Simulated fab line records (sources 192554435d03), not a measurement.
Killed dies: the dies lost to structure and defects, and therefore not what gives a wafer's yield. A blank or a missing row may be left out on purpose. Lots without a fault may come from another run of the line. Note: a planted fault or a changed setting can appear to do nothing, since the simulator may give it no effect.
Split-lot experiment | flow n5_finfet | route with 1938 steps; 7 lots, 21 wafers read

## SPLIT DETAILS
At N5_BEOL_M5_COAT_74 (time 60 s, resist thk 5 nm), the setting spin_rpm was moved away from the recipe's 1500 rpm on 7 of the 21 wafers read, by -9.6% to +7.2%. For the rest of the wafers, this setting stayed at what the recipe calls for.

## FROM THE SPLIT TO THE READING: what the file shows between them, 3 steps
- N5_BEOL_M5_COAT_22: resist thk 30 nm
- N5_BEOL_M5_EBR_24
- N5_BEOL_M5_DESCUM_33: chemistry O2, time 7 s

## THE READING
etch.depth_nm (the simulator's own value, which no gauge read), in nm, at N5_BEOL_M5_ETCH_75 (etches underlayer in N2/H2, target depth 6.5 nm, time 5.2 s). The file does not state a usual value for it. Here, 14 wafers ran the recipe; their average is 4.995 nm with a standard deviation of 0.014 nm.

wafer  | tool, chamber at the split | spin_rpm as run, rpm | against the recipe | etch.depth_nm, nm | against lot-mates on the recipe
L076.1 | litho_track-04, 0          | 1500                 | recipe             | 5                 | -
L076.2 | litho_track-04, 0          | 1500                 | recipe             | 5.003             | -
L076.4 | litho_track-04, 0          | 1500                 | recipe             | 4.991             | -
L083.1 | litho_track-03, 0          | 1500                 | recipe             | 5.005             | -
L083.3 | litho_track-03, 0          | 1356                 | -9.6%              | 5.272             | +0.267
L083.4 | litho_track-03, 0          | 1356                 | -9.6%              | 5.274             | +0.269
L088.3 | litho_track-04, 0          | 1500                 | recipe             | 4.978             | -
L088.5 | litho_track-04, 0          | 1500                 | recipe             | 4.973             | -
L088.6 | litho_track-04, 0          | 1500                 | recipe             | 4.976             | -
L089.1 | litho_track-04, 0          | 1500                 | recipe             | 4.986             | -
L089.2 | litho_track-04, 0          | 1500                 | recipe             | 5.004             | -
L089.5 | litho_track-04, 0          | 1500                 | recipe             | 4.992             | -
L090.1 | litho_track-03, 0          | 1500                 | recipe             | 5.005             | -
L090.3 | litho_track-03, 0          | 1450                 | -3.3%              | 5.109             | +0.097
L090.4 | litho_track-03, 0          | 1500                 | recipe             | 5.02              | -
L093.1 | litho_track-04, 0          | 1457                 | -2.9%              | 5.068             | +0.084
L093.3 | litho_track-04, 0          | 1457                 | -2.9%              | 5.074             | +0.090
L093.5 | litho_track-04, 0          | 1500                 | recipe             | 4.984             | -
L096.1 | litho_track-05, 0          | 1500                 | recipe             | 5.011             | -
L096.2 | litho_track-05, 0          | 1608                 | +7.2%              | 4.837             | -0.174
L096.3 | litho_track-05, 0          | 1608                 | +7.2%              | 4.83              | -0.181

FIT RESULTS
A straight line over all 21 wafers: etch.depth_nm changes by -0.0266 nm for each +1% of spin_rpm; r = -0.99; the points scatter about the line by 0.017 nm.
The same after taking each lot's own level away (the mean of its wafers on the recipe; 21 wafers): -0.0268 nm for each +1%; r = -1.00; scatter 0.0075 nm.
The reading moves by 0.26 nm for the largest change in spin_rpm, on that fit.
The span of the lots' own levels, 4.9757 to 5.0125 nm, comes to 2.7 times the standard deviation stated above.
The two slopes are in agreement: the lot-to-lot level therefore moves the slope only a little.
Check: for one of the wafers moved furthest among these (-9.6%), held out of the fit, the line's prediction against its lot-mates is +0.259 nm. Against them it came out at +0.267 nm.

## FILE'S OWN FIT
etch.depth_nm changes by -0.027 nm for each +1% of spin_rpm, r = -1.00.
